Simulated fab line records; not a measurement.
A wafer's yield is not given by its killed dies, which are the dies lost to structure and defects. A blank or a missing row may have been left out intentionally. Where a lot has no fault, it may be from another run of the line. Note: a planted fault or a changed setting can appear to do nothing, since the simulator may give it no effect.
The tool behind it: which one?	flow n5 finfet	72 wafers from 24 lots sampled at 5 of the route's 1938 steps

## WHAT THE GAUGES SHOWED, per wafer
N5_BEOL_M5_INSPECT_58: inspects for defects (darkfield).
lot	measured	on	raw defect count
L074	day 8 06:57	defect inspect-02	63 80 60
L076	day 8 20:23	defect inspect-01	94 115 97
L077	day 9 03:56	defect inspect-02	90 74 102
L079	day 9 09:10	defect inspect-01	64 74 41
L078	day 9 10:41	defect inspect-01	95 77 64
L075	day 9 13:46	defect inspect-02	64 75 63
L080	day 10 05:30	defect inspect-01	77 59 65
L081	day 10 12:34	defect inspect-01	98 103 163
L082	day 11 01:50	defect inspect-01	50 77 75
L083	day 11 11:11	defect inspect-02	71 56 52
L084	day 11 14:35	defect inspect-01	58 60 101
L086	day 11 19:01	defect inspect-01	84 66 110
L085	day 11 19:25	defect inspect-02	87 70 90
L088	day 12 04:12	defect inspect-01	63 83 63
L087	day 12 04:22	defect inspect-02	46 48 74
L089	day 12 18:47	defect inspect-01	43 62 61
L091	day 12 23:23	defect inspect-01	86 98 72
L090	day 13 00:30	defect inspect-01	78 68 39
L092	day 13 07:23	defect inspect-02	66 95 69
L093	day 13 16:24	defect inspect-01	97 91 63
L094	day 13 18:14	defect inspect-02	85 80 61
L095	day 14 08:31	defect inspect-01	159 100 116
L096	day 14 10:08	defect inspect-02	94 92 74
L097	day 14 19:13	defect inspect-01	58 58 52

N5_BEOL_M6_INSPECT_13: inspects for defects (brightfield).
lot	measured	on	raw defect count
L074	day 8 09:29	defect inspect-01	347 403 396
L076	day 8 21:49	defect inspect-02	571 407 745
L077	day 9 08:40	defect inspect-01	366 526 403
L079	day 9 11:34	defect inspect-01	496 444 433
L078	day 9 12:53	defect inspect-01	571 526 433
L075	day 9 16:02	defect inspect-01	302 512 383
L080	day 10 08:20	defect inspect-02	630 420 375
L081	day 10 14:06	defect inspect-02	448 539 536
L082	day 11 05:22	defect inspect-02	453 593 604
L083	day 11 14:46	defect inspect-02	387 426 317
L084	day 11 16:23	defect inspect-01	300 539 655
L086	day 11 20:48	defect inspect-01	475 534 413
L085	day 11 21:29	defect inspect-01	546 439 737
L088	day 12 07:01	defect inspect-01	386 363 469
L087	day 12 07:10	defect inspect-01	332 327 426
L089	day 12 20:45	defect inspect-01	283 447 440
L091	day 13 01:37	defect inspect-02	305 367 405
L090	day 13 03:46	defect inspect-01	385 464 329
L092	day 13 09:57	defect inspect-01	360 524 375
L093	day 13 19:06	defect inspect-01	379 514 332
L094	day 13 20:04	defect inspect-02	377 293 278
L095	day 14 10:39	defect inspect-01	595 492 657
L096	day 14 11:24	defect inspect-01	428 398 362
L097	day 14 22:17	defect inspect-01	383 402 302

N5_BEOL_M6_OCD_MEAS_38.
lot	measured	on	trench depth nm (nm)
L074	day 8 14:05	ocd-02	94.7 95.4 95.0
L076	day 9 02:40	ocd-01	93.7 90.1 94.3
L077	day 9 10:28	ocd-02	95.0 94.4 94.9
L079	day 9 13:05	ocd-02	94.1 94.7 93.6
L078	day 9 15:23	ocd-01	96.4 96.3 96.1
L075	day 9 18:10	ocd-02	89.4 95.1 96.9
L080	day 10 09:52	ocd-02	95.3 97.8 93.3
L081	day 10 16:13	ocd-02	94.1 94.7 94.1
L082	day 11 08:22	ocd-02	95.9 94.5 94.5
L083	day 11 19:23	ocd-02	94.4 96.5 96.1
L084	day 11 19:23	ocd-01	94.9 94.9 97.5
L086	day 11 22:17	ocd-02	95.2 95.1 94.9
L085	day 11 23:05	ocd-02	94.0 93.1 93.1
L088	day 12 09:45	ocd-01	95.1 94.9 94.9
L087	day 12 09:42	ocd-02	95.7 92.4 95.7
L089	day 12 23:10	ocd-01	96.9 96.2 94.4
L091	day 13 03:27	ocd-02	94.7 96.2 97.2
L090	day 13 05:15	ocd-01	95.5 93.2 93.1
L092	day 13 15:08	ocd-01	95.2 95.4 95.2
L093	day 13 21:34	ocd-01	97.0 94.3 95.2
L094	day 13 21:41	ocd-02	97.6 95.4 96.8
L095	day 14 12:53	ocd-02	95.0 95.1 94.6
L096	day 14 13:22	ocd-02	97.8 92.6 94.8
L097	day 15 01:59	ocd-01	94.5 92.1 94.2

## EACH LOT AND THE TOOL THAT RAN IT (in order: tool; ch and the chambers of the sampled wafers; start)
lot	N5_BEOL_M6_ETCH_72	N5_BEOL_M6_ETCH_65
L074	rie diel-02 ch 0,2, day 8 13:41	rie diel-02 ch 0,2, day 8 13:42
L076	rie diel-01 ch 0,1, day 9 02:16	rie diel-01 ch 0,1, day 9 02:17
L077	rie diel-02 ch 0,1,3, day 9 10:05	rie diel-02 ch 0,1,3, day 9 10:05
L079	rie diel-05 ch 1,2,3, day 9 12:42	rie diel-05 ch 1,2,3, day 9 12:44
L078	rie diel-05 ch 1,2, day 9 14:59	rie diel-05 ch 1,2, day 9 15:01
L075	rie diel-01 ch 0,1,3, day 9 17:47	rie diel-01 ch 0,1,3, day 9 17:48
L080	rie diel-01 ch 0,2,3, day 10 09:28	rie diel-01 ch 0,2,3, day 10 09:29
L081	rie diel-02 ch 0,2, day 10 15:49	rie diel-02 ch 0,2, day 10 15:50
L082	rie diel-02 ch 0,1, day 11 07:58	rie diel-02 ch 0,1, day 11 07:59
L083	rie diel-05 ch 0,2, day 11 18:59	rie diel-05 ch 0,2, day 11 19:01
L084	rie diel-01 ch 0,2,3, day 11 18:59	rie diel-01 ch 0,2,3, day 11 19:01
L086	rie diel-02 ch 2,3, day 11 21:53	rie diel-02 ch 2,3, day 11 21:54
L085	rie diel-05 ch 2,3, day 11 22:41	rie diel-05 ch 2,3, day 11 22:42
L088	rie diel-02 ch 0,2,3, day 12 09:22	rie diel-02 ch 0,2,3, day 12 09:22
L087	rie diel-01 ch 2,3, day 12 09:19	rie diel-01 ch 2,3, day 12 09:19
L089	rie diel-01 ch 0,1,3, day 12 22:47	rie diel-01 ch 0,1,3, day 12 22:48
L091	rie diel-01 ch 1,2,3, day 13 03:04	rie diel-01 ch 1,2,3, day 13 03:04
L090	rie diel-01 ch 1,2, day 13 04:52	rie diel-01 ch 1,2, day 13 04:53
L092	rie diel-02 ch 1,3, day 13 14:44	rie diel-02 ch 1,3, day 13 14:45
L093	rie diel-01 ch 1,3, day 13 21:10	rie diel-01 ch 1,3, day 13 21:11
L094	rie diel-05 ch 0,2, day 13 21:17	rie diel-05 ch 0,2, day 13 21:18
L095	rie diel-02 ch 2,3, day 14 12:30	rie diel-02 ch 2,3, day 14 12:31
L096	rie diel-01 ch 0,2,3, day 14 12:58	rie diel-01 ch 0,2,3, day 14 12:59
L097	rie diel-05 ch 2,3, day 15 01:25	rie diel-05 ch 2,3, day 15 01:26
- N5_BEOL_M6_ETCH_72: etches underlayer in N2/H2, target depth 6.5 nm, time 5.2 s.
- N5_BEOL_M6_ETCH_65: etches SiARC in CF4, target depth 15.6 nm, time 26 s.

## AS READ BY THE TOOLS THEMSELVES (means over the sampled wafers that have a number; for cases with no such wafer, the mark the record gives instead)
N5_BEOL_M6_ETCH_72.
lot	tool	bias w (W)	drypump motor current A (A)	etch rf on time s (s)	oes product au (a.u.)	rf vpp V (V)	showerhead plenum p Torr (Torr)	throttle valve pct (%)
L074	rie diel-02	150.2	6.2	5.11	0.72	526.3	2.61	17.69
L076	rie diel-01	150.1	5.9	5.29	0.73	527.4	2.65	17.90
L077	rie diel-02	149.8	6.0	5.08	0.64	522.9	2.49	17.81
L079	rie diel-05	150.0	5.8	5.17	0.72	524.0	2.56	17.65
L078	rie diel-05	149.9	6.0	5.10	0.69	522.7	2.51	17.67
L075	rie diel-01	150.0	6.0	5.27	0.71	523.3	2.61	17.94
L080	rie diel-01	150.1	5.4	5.12	0.73	526.1	2.65	17.90
L081	rie diel-02	149.8	6.1	5.18	0.67	523.0	2.52	17.71
L082	rie diel-02	149.9	5.7	5.14	0.62	522.3	2.49	17.88
L083	rie diel-05	150.0	5.6	5.15	0.80	523.1	2.50	17.76
L084	rie diel-01	150.1	5.4	5.10	0.71	526.3	2.64	17.92
L086	rie diel-02	149.5	6.4	5.14	0.67	525.5	2.63	17.76
L085	rie diel-05	150.1	5.6	5.28	0.73	525.9	2.61	17.70
L088	rie diel-02	149.6	6.3	5.13	0.66	523.9	2.54	17.78
L087	rie diel-01	149.8	5.5	5.03	0.71	526.5	2.60	17.98
L089	rie diel-01	149.9	6.0	5.15	0.77	524.7	2.59	17.84
L091	rie diel-01	150.2	5.7	5.15	0.72	522.6	2.56	17.92
L090	rie diel-01	149.8	5.4	5.22	0.68	525.1	2.57	17.95
L092	rie diel-02	150.0	5.8	5.16	0.60	522.9	2.51	17.96
L093	rie diel-01	150.2	6.2	5.20	0.77	522.4	2.52	17.84
L094	rie diel-05	149.6	5.6	5.13	0.77	522.1	2.50	17.77
L095	rie diel-02	149.7	6.5	5.17	0.63	525.3	2.56	17.84
L096	rie diel-01	150.1	5.4	5.11	0.69	526.7	2.63	17.96
L097	rie diel-05	150.5	5.6	5.20	0.73	523.6	2.54	17.78

N5_BEOL_M6_ETCH_65.
lot	tool	bias w (W)	drypump motor current A (A)	etch rf on time s (s)	oes product au (a.u.)	rf vpp V (V)	showerhead plenum p Torr (Torr)	throttle valve pct (%)
L074	rie diel-02	36.09	6.2	25.5	0.72	185.0	2.20	15.44
L076	rie diel-01	36.05	5.9	26.4	0.73	185.2	2.23	15.70
L077	rie diel-02	35.98	6.0	25.6	0.64	183.7	2.10	15.64
L079	rie diel-05	35.97	5.8	25.8	0.73	184.3	2.17	15.53
L078	rie diel-05	36.00	6.0	26.1	0.68	183.4	2.12	15.53
L075	rie diel-01	36.07	6.0	26.2	0.71	184.3	2.19	15.73
L080	rie diel-01	35.92	5.4	25.8	0.73	184.7	2.22	15.61
L081	rie diel-02	35.88	6.1	25.6	0.68	184.2	2.12	15.54
L082	rie diel-02	36.02	5.6	25.6	0.62	184.4	2.10	15.72
L083	rie diel-05	36.00	5.6	25.7	0.80	183.5	2.11	15.41
L084	rie diel-01	36.01	5.4	25.7	0.72	186.2	2.22	15.63
L086	rie diel-02	36.01	6.4	25.3	0.69	184.8	2.21	15.50
L085	rie diel-05	35.86	5.6	26.4	0.73	184.6	2.21	15.56
L088	rie diel-02	35.97	6.3	25.6	0.66	183.8	2.14	15.58
L087	rie diel-01	36.01	5.5	25.2	0.70	184.7	2.19	15.67
L089	rie diel-01	36.01	6.0	25.4	0.77	184.3	2.19	15.61
L091	rie diel-01	36.00	5.7	25.6	0.72	184.8	2.16	15.69
L090	rie diel-01	36.10	5.3	26.2	0.67	183.9	2.17	15.75
L092	rie diel-02	36.00	5.8	25.7	0.60	183.1	2.11	15.75
L093	rie diel-01	35.90	6.3	26.0	0.77	184.3	2.13	15.66
L094	rie diel-05	36.04	5.6	25.7	0.77	183.8	2.11	15.43
L095	rie diel-02	36.02	6.5	25.8	0.64	184.4	2.16	15.60
L096	rie diel-01	35.96	5.4	25.6	0.69	185.1	2.21	15.70
L097	rie diel-05	36.03	5.6	26.4	0.73	184.4	2.15	15.55

## THE ANSWER, worked out from the rows above alone
Rule: what is usual is taken from the lots themselves. Put in order of their means at a reading, lots are off if they are a third of the lots or fewer, leave a main group of 4 or more, and stand apart from it by a gap of 3 or more times the standard deviation of the main group's means; of several such gaps the widest counts. Not used: any main group whose means are identical at the precision the tables above print for the reading. A lot without any number at a reading at which 4 lots or more have one is off too. All remaining lots with rows at the step are treated as sound. Order of review: gauges by route order, followed by the tools' own readings, for which a lot's mean as printed above is used. At the first step where some lot is off, the reading lying furthest off is the one used; lots without a number count as furthest.
Nothing can be told from this: no lot is off at any reading shown.

## WHAT THE SIMULATOR PUT IN
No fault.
